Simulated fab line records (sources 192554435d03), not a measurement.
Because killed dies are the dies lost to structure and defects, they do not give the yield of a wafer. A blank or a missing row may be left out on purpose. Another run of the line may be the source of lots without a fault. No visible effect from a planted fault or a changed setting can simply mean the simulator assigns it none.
Problem report in the 8D (eight disciplines) form, filled by code + flow n5Finfet + the parts of the form that need people (team, actions taken, sign-off) are left out

## 1. PROBLEM STATEMENT
Mean of trenchDepthNm at N5_BEOL_M9_OCD_MEAS_38: 50 nm across 3 wafers in 3 lots; on wafers with no fault it is 152 nm (standard deviation 3.2). Relative to the usual mean, that is a shift of -32 standard deviations.
Seen first at day 13 14:42 on ocd-02, wafer L528.2. The record has a number at this step for 22 wafers belonging to 8 lots. The rule behind "out" and "out of limits": a value lying over 4 standard deviations away from the usual mean. All remaining wafers that have a number are taken as sound.

## 2. WHAT THIS IS AND IS NOT
| question                    | is                     | is not                                                                                |
|-----------------------------|------------------------|---------------------------------------------------------------------------------------|
| which readings at this step | trenchDepthNm          | -                                                                                     |
| which lots                  | L528, L529, L530       | L520, L523, L524, L525, L535                                                          |
| which wafers of those lots  | L528.2, L529.2, L530.2 | L528.3, L529.6, L530.5, L530.6                                                        |
| read on which gauges        | ocd-01, ocd-02         | -                                                                                     |
| when                        | from day 13 14:42      | up to then (10 sound wafers); but 9 sound wafers of L523, L529, L530, L535 came after |

## 3. WHAT RULES OUT EACH SUSPECT
Counting: if a tool at a process step up to the reading ran every lot that is out, it stays a suspect. Sound lots after the first of them don't rule it out here, since some wafers of a struck lot are sound.
- the gauge at N5_BEOL_M9_OCD_MEAS_38 is ruled out. Those wafers that are out were read across 2 gauges (ocd-01, ocd-02).
- rieMetal-01 at N5_BEOL_M9_HM_OPEN_17 (chemistry Cl2/BCl3, target TiN, target depth 20 nm, overetch 6 nm): kept. It ran every lot that is out, first L528 (day 13 13:06); its last sound lot up to then is L525 (day 13 11:08).
The count leaves rieMetal-01 at N5_BEOL_M9_HM_OPEN_17.

## 4. THE CAUSE (what the simulator had put in)
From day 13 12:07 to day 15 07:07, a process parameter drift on rieMetal-01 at N5_BEOL_M9_HM_OPEN_17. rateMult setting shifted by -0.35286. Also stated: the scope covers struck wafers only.
This tool alone remained once counting was done.

## 5. THE CHAIN OF EFFECTS, in route order
Each row: a reading where the mean over the struck wafers with a number is more than 3 standard deviations away from the usual. Only readings whose record carries a usual standard deviation are examined. hours: median over the lots of the time between each lot's start at the first step of this table that gives one and its start at this step. sigmas: the change, counted in usual standard deviations.
| hours | step                    | reading             | usual     | on struck wafers | change | sigmas      |
|-------|-------------------------|---------------------|-----------|------------------|--------|-------------|
| 0     | N5_BEOL_M9_VIA_ETCH_34  | oesProductAu        | 0.81 a.u. | 0.48             | -0.33  | -4.0        |
| 0     | N5_BEOL_M9_OCD_MEAS_38  | trenchDepthNm       | 152 nm    | 50               | -102   | -32         |
| 72    | N5_PASSIVATION_PROBE_49 | defectLimitedYield  | 91.0 %    | 35.1             | -55.9  | -40         |
| 72    | N5_PASSIVATION_PROBE_49 | killed_at_M4_up     | 14        | 662              | +648   | +99 or more |
| 72    | N5_PASSIVATION_PROBE_49 | killedDies          | 106       | 766              | +660   | +41         |
| 72    | N5_PASSIVATION_PROBE_49 | killedOnRim         | 13        | 89               | +76    | +19         |
| 72    | N5_PASSIVATION_PROBE_49 | sort_bin_5_function | 5.3 %     | 61.0             | +55.7  | +63         |
| 72    | N5_PASSIVATION_PROBE_49 | sortNPass           | 1070      | 414              | -656   | -23         |
| 72    | N5_PASSIVATION_PROBE_49 | sortYieldPct        | 90.7 %    | 35.1             | -55.6  | -23         |
Here are the process steps it includes:
- N5_BEOL_M9_VIA_ETCH_34: etches SiCOH lowk in C4F6/O2, target depth 182.4 nm, time 68.4 s.
- N5_PASSIVATION_PROBE_49
Readings that are blank on the struck wafers while sound wafers have them: M9_THK at N5_BEOL_M9_THK_MEAS_53.

## 6. WHAT WOULD HAVE CAUGHT IT SOONER
The first out-of-limits reading at a measuring or inspecting step in this record came at day 13 14:42, 3 hours after the fault's start at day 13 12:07.
Of the tool readings at N5_BEOL_M9_HM_OPEN_17 for which the record gives a usual standard deviation, none was out on any struck wafer, so an alarm limit of 4 standard deviations on them would not have fired.
Among the 3 lots that are out, L530 began N5_BEOL_M9_HM_OPEN_17 on rieMetal-01 after day 13 14:42. A tool hold placed at that time would have kept it from harm.
